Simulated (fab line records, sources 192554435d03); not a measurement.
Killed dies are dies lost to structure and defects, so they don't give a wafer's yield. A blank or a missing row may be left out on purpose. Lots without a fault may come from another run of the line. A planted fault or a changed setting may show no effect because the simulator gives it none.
One fault seen from 2 desks | flow n5_finfet | each desk has only its own numbers; what lay behind them comes last

THE TOOL OWNER'S DESK: pecvd-03
The tool's own readings at N5_PASSIVATION_PECVD_53 (deposits SiO2 from TEOS/O2, target thk 800 nm, time 169.4 s): means of the sampled wafers that have a number, for each lot that ran on this tool. A lot is out of limits, marked OUT, if its mean lies more than 4 standard deviations from the usual mean; the brackets give that distance.
Columns: A = susceptor_temp_C at N5_PASSIVATION_PECVD_53, usual 399.99 C
lot  | first seen here | A
L526 | day 13 07:58    | 400.06
L527 | day 13 08:35    | 400.06
L528 | day 14 00:02    | 409.67 (+44) OUT
L529 | day 14 03:58    | 409.82 (+45) OUT
L530 | day 14 10:24    | 419.63 (+89) OUT
L543 | day 17 00:56    | 400.00
L545 | day 18 01:43    | 399.93
This desk's finding: out of limits on L528, L529, L530; first on L528, day 14 00:02 (susceptor_temp_C at N5_PASSIVATION_PECVD_53). In limits: L526, L527, L543, L545.

THE DEFECT DESK
What the inspections along the route counted, lot by lot: means of the sampled wafers that have a number. A lot is out of limits, marked OUT, if its mean lies more than 4 standard deviations from the usual mean; the brackets give that distance.
Columns: A = raw_defect_count at N5_MIM_BOT_LITHO_INSPECT_12, usual 2.1
lot  | first seen here | A
L522 | day 12 17:23    | 2.3
L523 | day 12 21:44    | 3.7
L526 | day 13 01:41    | 3.3
L527 | day 13 03:36    | 2.0
L528 | day 13 17:28    | 1.0
L529 | day 13 23:44    | 1.7
L530 | day 14 05:17    | 0.7
L539 | day 16 12:48    | 2.0
L543 | day 16 19:10    | 2.0
L541 | day 17 06:02    | 3.3
L542 | day 17 06:58    | 2.7
L545 | day 17 16:23    | 1.0
This desk's finding: nothing out of limits on any of the 12 lots.

PUT TOGETHER
The tool owner's desk could have raised an alarm at day 14 00:02, on L528, L529, L530.
The defect desk saw nothing out of limits.
The defect desk has L528, L529, L530 on record, within its limits.
Of the lots named, all ran N5_PASSIVATION_PECVD_53 on pecvd-03.

WHAT THE SIMULATOR HAD PUT IN
Process parameter drift: pecvd-03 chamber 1, from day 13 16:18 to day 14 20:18, at N5_PASSIVATION_PECVD_53. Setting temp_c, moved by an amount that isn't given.
Lots struck among those shown: L528, L529, L530.
Hours from the fault's start to each desk's first reading out of limits: the tool owner's desk, 8.
